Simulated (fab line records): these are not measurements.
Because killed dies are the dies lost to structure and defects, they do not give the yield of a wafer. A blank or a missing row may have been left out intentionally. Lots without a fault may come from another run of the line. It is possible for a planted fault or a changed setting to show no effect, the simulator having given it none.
Which tool did it?    flow nand-harc    12 lots with 36 wafers sampled at 5 steps, on a route of 1302 steps

## WHAT THE GAUGES READ, wafer by wafer
NHARC_P_ZERO_WELL_CD_MEAS_11: the cd target is 500 nm. Usual: 499.8 nm for cd-nm, sd 1.5.
lot   measured      on         cd-nm (nm)                           flag
L640  day 1 21:09   cd-sem-02  498.8 496.1 497.9                    
L642  day 2 17:16   cd-sem-03  499.1 499.5 499.9                    
L643  day 3 03:37   cd-sem-01  501.3 501.2 499.4                    
L644  day 3 13:14   cd-sem-01  501.1 499.0 501.3                    
L645  day 4 09:14   cd-sem-01  499.6 501.0 500.2                    
L646  day 4 09:17   cd-sem-03  497.7 498.4 499.1                    
L647  day 4 19:15   cd-sem-01  499.5 499.4 499.3                    
L655  day 8 03:14   cd-sem-02  507.7 510.0 507.7 507.8 509.4 507.7  OFF
L656  day 8 13:15   cd-sem-03  507.0 508.5 507.4 507.1 508.7 507.7  OFF
L659  day 9 19:14   cd-sem-02  501.9 499.2 501.1                    
L660  day 10 05:07  cd-sem-02  499.9 501.9 499.9                    
L663  day 11 11:14  cd-sem-01  499.4 500.1 499.3                    

NHARC_P_GATE_OVL_MEAS_27. Usual: overlay-x-nm 0.1 nm, standard deviation 0.95; overlay-y-nm -0.3 nm, standard deviation 0.79.
lot   measured      on          overlay-x-nm (nm)  overlay-y-nm (nm)  flag
L640  day 5 08:52   overlay-01  2.2 2.3 1.9        0.4 0.1 0.4        
L642  day 5 20:14   overlay-01  0.7 1.0 0.7        -1.0 -1.2 -1.2     
L643  day 6 01:10   overlay-01  -1.6 -1.3 -1.9     0.4 -0.1 0.6       
L644  day 6 15:58   overlay-01  0.3 0.3 0.1        -0.8 -1.0 -1.0     
L645  day 7 10:50   overlay-02  1.3 1.2 1.0        -1.2 -2.1 -1.6     
L646  day 7 11:00   overlay-01  -0.4 -0.2 -0.1     0.0 0.6 -0.4       
L647  day 8 03:20   overlay-02  -0.4 0.3 -0.7      -0.1 -0.3 0.1      
L655  day 10 23:14  overlay-02  1.1 1.3 0.5        -0.3 0.1 0.5       
L656  day 11 20:07  overlay-01  -0.2 0.7 0.2       -0.9 -1.2 -1.1     
L659  day 12 22:47  overlay-01  -1.0 -0.8 -0.8     0.0 0.0 0.2        
L660  day 13 10:10  overlay-02  1.0 0.8 1.4        0.3 -0.1 0.6       
L663  day 14 11:58  overlay-01  1.1 0.5 0.3        0.6 0.7 1.3        

NHARC_P_GATE_CD_MEAS_91: the cd target is 2000 nm. Usual: 1999.8 nm for cd-nm, sd 1.3.
lot   measured      on         cd-nm (nm)            flag
L640  day 6 06:52   cd-sem-02  1999.7 1998.3 1998.1  
L642  day 6 11:25   cd-sem-01  1998.5 1998.0 1998.1  
L643  day 6 16:32   cd-sem-01  1998.6 1998.6 2000.7  
L644  day 7 07:17   cd-sem-01  1999.5 2001.1 1998.9  
L645  day 8 02:13   cd-sem-02  2000.5 2000.4 1999.7  
L646  day 8 02:34   cd-sem-02  1999.5 2002.0 1999.4  
L647  day 8 20:33   cd-sem-02  2000.9 1999.4 1999.4  
L655  day 11 14:40  cd-sem-02  2002.0 2002.0 1998.6  
L656  day 12 12:06  cd-sem-01  1999.4 2000.6 1998.2  
L659  day 13 14:10  cd-sem-01  1998.0 1997.1 1998.1  
L660  day 14 01:41  cd-sem-01  2001.5 2000.8 2000.9  
L663  day 15 03:22  cd-sem-03  1998.5 1999.3 1999.2  

## EACH LOT AND THE TOOL THAT RAN IT (in order: tool; ch and the chambers of the sampled wafers; start)
lot   NHARC_P_ZERO_WELL_SOFTBAKE_06      NHARC_P_GATE_STRIP_75
L640  litho-track-03 ch 0, day 1 20:00   plasma-asher-02 ch 0,1, day 5 21:44
L642  litho-track-05 ch 0, day 2 16:00   plasma-asher-02 ch 0,1, day 6 09:00
L643  litho-track-03 ch 0, day 3 03:00   plasma-asher-02 ch 0,1, day 6 13:54
L644  litho-track-03 ch 0, day 3 12:00   plasma-asher-01 ch 0,1, day 7 04:46
L645  litho-track-03 ch 0, day 3 22:00   plasma-asher-01 ch 0,1, day 7 23:34
L646  litho-track-02 ch 0, day 4 08:00   plasma-asher-02 ch 0,1, day 7 23:55
L647  litho-track-02 ch 0, day 4 18:00   plasma-asher-01 ch 0,1, day 8 18:02
L655  litho-track-03 ch 0, day 8 02:00   plasma-asher-01 ch 0,1, day 11 12:02
L656  litho-track-03 ch 0, day 8 12:00   plasma-asher-02 ch 0,1, day 12 09:06
L659  litho-track-05 ch 0, day 9 18:00   plasma-asher-02 ch 0,1, day 13 11:31
L660  litho-track-02 ch 0, day 10 04:00  plasma-asher-02 ch 0,1, day 13 23:10
L663  litho-track-05 ch 0, day 11 10:00  plasma-asher-02 ch 0,1, day 15 00:52
- NHARC_P_ZERO_WELL_SOFTBAKE_06: time 70 s.
- NHARC_P_GATE_STRIP_75: strips in O2.

## AS READ BY THE TOOLS THEMSELVES (means over the sampled wafers that have a number; for cases with no such wafer, the mark the record gives instead)
NHARC_P_ZERO_WELL_SOFTBAKE_06. Usual: heater-power-total-W 200.7 W, standard deviation 1.2; plate-temp-C 125.03 C, standard deviation 0.13.
lot   tool            heater-power-total-W (W)  plate-temp-C (C)  flag
L640  litho-track-03  200.3                     125.00            
L642  litho-track-05  200.9                     125.17            
L643  litho-track-03  200.4                     125.13            
L644  litho-track-03  200.0                     125.07            
L645  litho-track-03  202.0                     124.97            
L646  litho-track-02  202.2                     125.07            
L647  litho-track-02  200.9                     125.04            
L655  litho-track-03  209.0                     125.05            OFF
L656  litho-track-03  207.4                     125.00            OFF
L659  litho-track-05  200.3                     124.89            
L660  litho-track-02  200.7                     125.15            
L663  litho-track-05  200.6                     125.26            

NHARC_P_GATE_STRIP_75. Usual: drypump-motor-current-A 6.07 A, standard deviation 0.22; heater-power-w 342 W, standard deviation 21.
lot   tool             drypump-motor-current-A (A)  heater-power-w (W)  flag
L640  plasma-asher-02  6.16                         336                 
L642  plasma-asher-02  6.28                         324                 
L643  plasma-asher-02  6.29                         328                 
L644  plasma-asher-01  5.87                         359                 
L645  plasma-asher-01  5.86                         366                 
L646  plasma-asher-02  6.17                         334                 
L647  plasma-asher-01  5.86                         365                 
L655  plasma-asher-01  5.85                         367                 
L656  plasma-asher-02  6.32                         316                 
L659  plasma-asher-02  6.15                         327                 
L660  plasma-asher-02  6.17                         329                 
L663  plasma-asher-02  6.15                         324                 

## THE ANSWER, worked out from the rows above alone
Rule: a lot counts as off when the mean over its wafers that have a number is more than 3 standard deviations away from the usual mean. Also off: a lot with no number at a reading for which 4 or more lots have one. Where the step has rows for the other lots, those lots are counted as sound. Order of review: gauges by route order, followed by the tools' own readings, for which a lot's mean as printed above is used. The first step at which some lot is off is used, and at that step the reading that is off furthest; a lot without a number counts as furthest.
Off at NHARC_P_ZERO_WELL_CD_MEAS_11 (cd-nm): L655, L656.
A tool fits if, at a process step before that reading, it ran every lot that is off, and no sound lot after the first of them. The gauges at NHARC_P_ZERO_WELL_CD_MEAS_11 aren't tried: what is off there is off at NHARC_P_ZERO_WELL_SOFTBAKE_06 too, on other tools, and a gauge's error can't cause that. One fits: NHARC_P_ZERO_WELL_SOFTBAKE_06 on litho-track-03. A fault onset in the window from L645 (day 3 22:00, its last sound lot) to L655 (day 8 02:00, its first lot off) fits.
The tool's own readings at NHARC_P_ZERO_WELL_SOFTBAKE_06 bear it out: on the lots that are off they differ by more than 5 times the standard deviation of the sound lots' means. heater-power-total-W reads 208.2 W there against 200.8 W on the sound lots.

## WHAT THE SIMULATOR PUT IN
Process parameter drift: litho-track-03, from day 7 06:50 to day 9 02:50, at NHARC_P_ZERO_WELL_SOFTBAKE_06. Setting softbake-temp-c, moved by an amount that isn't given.
Struck lots among those shown: L655, L656. The rule above reached the same finding.
